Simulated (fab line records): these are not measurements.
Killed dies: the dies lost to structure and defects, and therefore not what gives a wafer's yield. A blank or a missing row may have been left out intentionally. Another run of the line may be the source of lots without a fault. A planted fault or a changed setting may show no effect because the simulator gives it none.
The tool behind it: which one? :: flow n5-finfet :: 30 wafers from 10 lots sampled at 7 of the route's 1938 steps

## WHAT EACH GAUGE READ, for each wafer
N5_BEOL_M1_INSPECT_59: inspects for defects (darkfield).
lot: L236
measured: day 7 10:52
on: defect-inspect-01
raw-defect-count: 74 45 57

lot: L237
measured: day 7 18:13
on: defect-inspect-02
raw-defect-count: 80 98 68

lot: L238
measured: day 8 06:06
on: defect-inspect-01
raw-defect-count: 68 65 63

lot: L240
measured: day 8 21:02
on: defect-inspect-01
raw-defect-count: 104 79 115

lot: L242
measured: day 8 23:26
on: defect-inspect-02
raw-defect-count: 101 145 103

lot: L244
measured: day 9 13:38
on: defect-inspect-01
raw-defect-count: 75 85 67

lot: L245
measured: day 9 20:21
on: defect-inspect-02
raw-defect-count: 53 38 35

lot: L246
measured: day 10 05:57
on: defect-inspect-02
raw-defect-count: 100 124 62

lot: L250
measured: day 11 15:43
on: defect-inspect-01
raw-defect-count: 1488 1529 1470

lot: L254
measured: day 12 16:10
on: defect-inspect-01
raw-defect-count: 1510 1490 1435

N5_BEOL_M2_INSPECT_13: inspects for defects (brightfield).
lot: L236
measured: day 7 12:11
on: defect-inspect-02
raw-defect-count: 358 456 387

lot: L237
measured: day 7 23:02
on: defect-inspect-02
raw-defect-count: 440 501 334

lot: L238
measured: day 8 07:18
on: defect-inspect-01
raw-defect-count: 352 381 376

lot: L240
measured: day 8 23:37
on: defect-inspect-02
raw-defect-count: 547 321 355

lot: L242
measured: day 9 01:07
on: defect-inspect-02
raw-defect-count: 428 639 459

lot: L244
measured: day 9 15:29
on: defect-inspect-02
raw-defect-count: 339 386 352

lot: L245
measured: day 9 23:02
on: defect-inspect-02
raw-defect-count: 298 337 298

lot: L246
measured: day 10 07:06
on: defect-inspect-02
raw-defect-count: 458 428 335

lot: L250
measured: day 11 17:41
on: defect-inspect-01
raw-defect-count: 1828 1881 1727

lot: L254
measured: day 12 19:06
on: defect-inspect-02
raw-defect-count: 1682 1717 1764

N5_BEOL_M4_RC_MEAS_101.
lot: L236
measured: day 9 07:11
on: prober-02
DIBL_N (mV/V): 35.7 35.0 35.7
DIBL_P (mV/V): 36.7 35.6 37.1
IOFF_N (nA/um): 0.159 0.147 0.171
IOFF_P (nA/um): 0.223 0.202 0.229
ION_N (uA/um): 679 667 686
ION_P (uA/um): 466 464 463
SS_N (mV/dec): 72.1 71.3 71.1
SS_P (mV/dec): 73.0 72.2 72.8
VT_N (mV): 247.3 246.3 245.7
VT_P (mV): -249.0 -247.8 -248.5

lot: L237
measured: day 9 15:29
on: prober-01
DIBL_N (mV/V): 36.1 35.1 35.7
DIBL_P (mV/V): 38.4 36.2 37.7
IOFF_N (nA/um): 0.167 0.140 0.160
IOFF_P (nA/um): 0.224 0.187 0.219
ION_N (uA/um): 683 663 672
ION_P (uA/um): 465 452 467
SS_N (mV/dec): 71.4 71.5 71.5
SS_P (mV/dec): 73.3 72.1 72.7
VT_N (mV): 250.7 252.5 250.2
VT_P (mV): -252.5 -252.6 -250.2

lot: L238
measured: day 9 23:45
on: prober-02
DIBL_N (mV/V): 36.8 34.2 36.4
DIBL_P (mV/V): 37.3 34.0 37.8
IOFF_N (nA/um): 0.168 0.117 0.171
IOFF_P (nA/um): 0.235 0.185 0.241
ION_N (uA/um): 688 671 680
ION_P (uA/um): 473 464 470
SS_N (mV/dec): 71.8 70.6 72.0
SS_P (mV/dec): 74.4 73.1 73.7
VT_N (mV): 249.5 252.3 249.9
VT_P (mV): -250.4 -251.4 -248.4

lot: L240
measured: day 10 17:40
on: prober-02
DIBL_N (mV/V): 37.8 36.7 36.5
DIBL_P (mV/V): 39.7 38.3 38.4
IOFF_N (nA/um): 0.184 0.150 0.155
IOFF_P (nA/um): 0.225 0.195 0.202
ION_N (uA/um): 672 670 665
ION_P (uA/um): 456 455 455
SS_N (mV/dec): 71.7 72.2 72.2
SS_P (mV/dec): 73.4 73.2 73.6
VT_N (mV): 248.0 251.5 248.2
VT_P (mV): -251.6 -253.9 -252.6

lot: L242
measured: day 10 20:37
on: prober-01
DIBL_N (mV/V): 35.6 34.4 34.8
DIBL_P (mV/V): 36.9 34.9 35.8
IOFF_N (nA/um): 0.159 0.133 0.145
IOFF_P (nA/um): 0.212 0.189 0.194
ION_N (uA/um): 676 665 669
ION_P (uA/um): 462 458 453
SS_N (mV/dec): 71.4 71.6 71.4
SS_P (mV/dec): 73.7 73.2 73.6
VT_N (mV): 249.7 252.8 250.5
VT_P (mV): -249.1 -250.6 -251.1

lot: L244
measured: day 11 01:29
on: prober-01
DIBL_N (mV/V): 36.2 35.8 35.5
DIBL_P (mV/V): 36.1 35.8 34.8
IOFF_N (nA/um): 0.148 0.143 0.141
IOFF_P (nA/um): 0.185 0.178 0.175
ION_N (uA/um): 660 672 667
ION_P (uA/um): 450 460 459
SS_N (mV/dec): 71.7 71.3 71.3
SS_P (mV/dec): 73.4 73.4 73.7
VT_N (mV): 250.4 250.5 252.3
VT_P (mV): -254.4 -254.1 -250.3

lot: L245
measured: day 11 19:25
on: prober-01
DIBL_N (mV/V): 35.2 34.9 36.1
DIBL_P (mV/V): 34.8 34.8 36.5
IOFF_N (nA/um): 0.136 0.136 0.156
IOFF_P (nA/um): 0.169 0.170 0.200
ION_N (uA/um): 667 675 668
ION_P (uA/um): 458 459 453
SS_N (mV/dec): 72.1 71.7 72.7
SS_P (mV/dec): 72.7 72.9 73.1
VT_N (mV): 252.3 252.2 248.5
VT_P (mV): -253.7 -257.1 -253.7

lot: L246
measured: day 12 02:23
on: prober-02
DIBL_N (mV/V): 34.7 36.9 35.3
DIBL_P (mV/V): 35.6 38.5 36.8
IOFF_N (nA/um): 0.136 0.163 0.153
IOFF_P (nA/um): 0.187 0.233 0.212
ION_N (uA/um): 669 663 670
ION_P (uA/um): 458 461 464
SS_N (mV/dec): 71.7 71.9 71.3
SS_P (mV/dec): 72.2 73.4 73.0
VT_N (mV): 250.8 249.7 247.0
VT_P (mV): -250.8 -249.8 -251.7

lot: L250
measured: day 13 03:52
on: prober-01
DIBL_N (mV/V): 36.2 37.8 36.0
DIBL_P (mV/V): 35.7 38.1 35.0
IOFF_N (nA/um): 0.165 0.204 0.163
IOFF_P (nA/um): 0.241 0.281 0.226
ION_N (uA/um): 672 679 673
ION_P (uA/um): 468 466 461
SS_N (mV/dec): 71.8 72.0 72.0
SS_P (mV/dec): 73.2 73.2 73.2
VT_N (mV): 247.8 245.2 249.5
VT_P (mV): -249.2 -245.0 -249.3

lot: L254
measured: day 14 04:25
on: prober-02
DIBL_N (mV/V): 36.5 36.4 36.7
DIBL_P (mV/V): 34.4 34.3 34.6
IOFF_N (nA/um): 0.165 0.173 0.174
IOFF_P (nA/um): 0.203 0.205 0.209
ION_N (uA/um): 681 680 670
ION_P (uA/um): 463 457 466
SS_N (mV/dec): 71.1 71.3 71.8
SS_P (mV/dec): 74.1 72.7 73.6
VT_N (mV): 247.6 247.0 247.0
VT_P (mV): -251.2 -249.2 -248.4

## TOOL THAT RAN EACH LOT (tool first, then ch and the chambers of the sampled wafers, then the start)
lot: L236
N5_BEOL_M1_SPUTTER_90: pvd-sputter-01, day 7 09:08
N5_BEOL_M1_SPUTTER_92: pvd-sputter-01, day 7 09:21
N5_BEOL_M1_ANNEAL_93: pvd-sputter-01, day 7 09:26
N5_BEOL_M1_PRE_CLEAN_60: cvd-co-02 ch 0,1,2, day 7 10:37

lot: L237
N5_BEOL_M1_SPUTTER_90: pvd-sputter-01, day 7 16:28
N5_BEOL_M1_SPUTTER_92: pvd-sputter-01, day 7 16:41
N5_BEOL_M1_ANNEAL_93: pvd-sputter-01, day 7 16:46
N5_BEOL_M1_PRE_CLEAN_60: cvd-co-02 ch 0,1, day 7 17:58

lot: L238
N5_BEOL_M1_SPUTTER_90: pvd-sputter-03, day 8 04:22
N5_BEOL_M1_SPUTTER_92: pvd-sputter-03, day 8 04:35
N5_BEOL_M1_ANNEAL_93: pvd-sputter-03, day 8 04:40
N5_BEOL_M1_PRE_CLEAN_60: cvd-co-01 ch 1,2, day 8 05:51

lot: L240
N5_BEOL_M1_SPUTTER_90: pvd-sputter-02, day 8 19:05
N5_BEOL_M1_SPUTTER_92: pvd-sputter-02, day 8 19:18
N5_BEOL_M1_ANNEAL_93: pvd-sputter-02, day 8 19:23
N5_BEOL_M1_PRE_CLEAN_60: cvd-co-02 ch 2, day 8 20:43

lot: L242
N5_BEOL_M1_SPUTTER_90: pvd-sputter-01, day 8 21:41
N5_BEOL_M1_SPUTTER_92: pvd-sputter-01, day 8 21:54
N5_BEOL_M1_ANNEAL_93: pvd-sputter-01, day 8 21:59
N5_BEOL_M1_PRE_CLEAN_60: cvd-co-01 ch 0,1,2, day 8 23:11

lot: L244
N5_BEOL_M1_SPUTTER_90: pvd-sputter-03, day 9 11:53
N5_BEOL_M1_SPUTTER_92: pvd-sputter-03, day 9 12:06
N5_BEOL_M1_ANNEAL_93: pvd-sputter-03, day 9 12:11
N5_BEOL_M1_PRE_CLEAN_60: cvd-co-01 ch 0,1, day 9 13:22

lot: L245
N5_BEOL_M1_SPUTTER_90: pvd-sputter-03, day 9 18:35
N5_BEOL_M1_SPUTTER_92: pvd-sputter-03, day 9 18:48
N5_BEOL_M1_ANNEAL_93: pvd-sputter-03, day 9 18:53
N5_BEOL_M1_PRE_CLEAN_60: cvd-co-02 ch 0,2, day 9 20:04

lot: L246
N5_BEOL_M1_SPUTTER_90: pvd-sputter-03, day 10 04:13
N5_BEOL_M1_SPUTTER_92: pvd-sputter-03, day 10 04:26
N5_BEOL_M1_ANNEAL_93: pvd-sputter-03, day 10 04:31
N5_BEOL_M1_PRE_CLEAN_60: cvd-co-01 ch 0,2, day 10 05:42

lot: L250
N5_BEOL_M1_SPUTTER_90: pvd-sputter-03, day 11 13:58
N5_BEOL_M1_SPUTTER_92: pvd-sputter-03, day 11 14:11
N5_BEOL_M1_ANNEAL_93: pvd-sputter-03, day 11 14:16
N5_BEOL_M1_PRE_CLEAN_60: cvd-co-01 ch 0,1,2, day 11 15:28

lot: L254
N5_BEOL_M1_SPUTTER_90: pvd-sputter-03, day 12 14:25
N5_BEOL_M1_SPUTTER_92: pvd-sputter-03, day 12 14:38
N5_BEOL_M1_ANNEAL_93: pvd-sputter-03, day 12 14:43
N5_BEOL_M1_PRE_CLEAN_60: cvd-co-01 ch 0,2, day 12 15:55
- N5_BEOL_M1_SPUTTER_90: material Cu, target thk 4.5 nm, time 8.29 s.
- N5_BEOL_M1_SPUTTER_92: material Cu, target thk 4.5 nm, time 8.29 s.
- N5_BEOL_M1_ANNEAL_93: time 240 s.
- N5_BEOL_M1_PRE_CLEAN_60: time 15 s.

## WHAT THE TOOLS THEMSELVES READ (means of the sampled wafers that have a number; where no wafer has one, the mark that the record gives instead)
N5_BEOL_M1_SPUTTER_90.
lot: L236
tool: pvd-sputter-01
throttle-valve-pct (%): 29.4

lot: L237
tool: pvd-sputter-01
throttle-valve-pct (%): 30.4

lot: L238
tool: pvd-sputter-03
throttle-valve-pct (%): 30.4

lot: L240
tool: pvd-sputter-02
throttle-valve-pct (%): 30.8

lot: L242
tool: pvd-sputter-01
throttle-valve-pct (%): 30.9

lot: L244
tool: pvd-sputter-03
throttle-valve-pct (%): 30.5

lot: L245
tool: pvd-sputter-03
throttle-valve-pct (%): 28.7

lot: L246
tool: pvd-sputter-03
throttle-valve-pct (%): 30.8

lot: L250
tool: pvd-sputter-03
throttle-valve-pct (%): 29.3

lot: L254
tool: pvd-sputter-03
throttle-valve-pct (%): 29.8

N5_BEOL_M1_SPUTTER_92.
lot: L236
tool: pvd-sputter-01
throttle-valve-pct (%): 29.3

lot: L237
tool: pvd-sputter-01
throttle-valve-pct (%): 30.3

lot: L238
tool: pvd-sputter-03
throttle-valve-pct (%): 30.2

lot: L240
tool: pvd-sputter-02
throttle-valve-pct (%): 30.6

lot: L242
tool: pvd-sputter-01
throttle-valve-pct (%): 31.1

lot: L244
tool: pvd-sputter-03
throttle-valve-pct (%): 30.6

lot: L245
tool: pvd-sputter-03
throttle-valve-pct (%): 28.7

lot: L246
tool: pvd-sputter-03
throttle-valve-pct (%): 30.7

lot: L250
tool: pvd-sputter-03
throttle-valve-pct (%): 29.4

lot: L254
tool: pvd-sputter-03
throttle-valve-pct (%): 29.6

N5_BEOL_M1_ANNEAL_93.
lot: L236
tool: pvd-sputter-01
heater-power-w (W): 826

lot: L237
tool: pvd-sputter-01
heater-power-w (W): 738

lot: L238
tool: pvd-sputter-03
heater-power-w (W): 821

lot: L240
tool: pvd-sputter-02
heater-power-w (W): 847

lot: L242
tool: pvd-sputter-01
heater-power-w (W): 773

lot: L244
tool: pvd-sputter-03
heater-power-w (W): 845

lot: L245
tool: pvd-sputter-03
heater-power-w (W): 780

lot: L246
tool: pvd-sputter-03
heater-power-w (W): 889

lot: L250
tool: pvd-sputter-03
heater-power-w (W): 821

lot: L254
tool: pvd-sputter-03
heater-power-w (W): 805

N5_BEOL_M1_PRE_CLEAN_60.
lot: L236
tool: cvd-co-02
heater-power-w (W): 88

lot: L237
tool: cvd-co-02
heater-power-w (W): 94

lot: L238
tool: cvd-co-01
heater-power-w (W): 58

lot: L240
tool: cvd-co-02
heater-power-w (W): 78

lot: L242
tool: cvd-co-01
heater-power-w (W): 68

lot: L244
tool: cvd-co-01
heater-power-w (W): 60

lot: L245
tool: cvd-co-02
heater-power-w (W): 80

lot: L246
tool: cvd-co-01
heater-power-w (W): 83

lot: L250
tool: cvd-co-01
heater-power-w (W): 68

lot: L254
tool: cvd-co-01
heater-power-w (W): 84

## THE ANSWER, worked out from the rows above alone
Rule: the usual values come from the lots themselves. Put in order of their means at a reading, lots are off if they are a third of the lots or fewer, leave a main group of 4 or more, and stand apart from it by a gap of 3 or more times the standard deviation of the main group's means; of several such gaps the widest counts. Not used: any main group whose means are identical at the precision the tables above print for the reading. A lot without any number at a reading at which 4 lots or more have one is off too. Where the step has rows for the other lots, those lots are counted as sound. First the gauges in route order, then the tools' own readings, where a lot's mean is used as printed above. At the first step where some lot is off, the reading lying furthest off is the one used; lots without a number count as furthest.
Off: L250, L254 (N5_BEOL_M1_INSPECT_59, raw-defect-count). The main group: mean 79, standard deviation 23.
If a tool, at a process step before that reading, ran all the lots that are off and no sound lot after the first of them, it fits. The gauges at N5_BEOL_M1_INSPECT_59 are tried like those tools. Can't be told from this: 3 tools fit, pvd-sputter-03 at N5_BEOL_M1_SPUTTER_90 and N5_BEOL_M1_SPUTTER_92 and N5_BEOL_M1_ANNEAL_93, cvd-co-01 at N5_BEOL_M1_PRE_CLEAN_60, defect-inspect-01 at N5_BEOL_M1_INSPECT_59.

## WHAT THE SIMULATOR HAD PUT IN
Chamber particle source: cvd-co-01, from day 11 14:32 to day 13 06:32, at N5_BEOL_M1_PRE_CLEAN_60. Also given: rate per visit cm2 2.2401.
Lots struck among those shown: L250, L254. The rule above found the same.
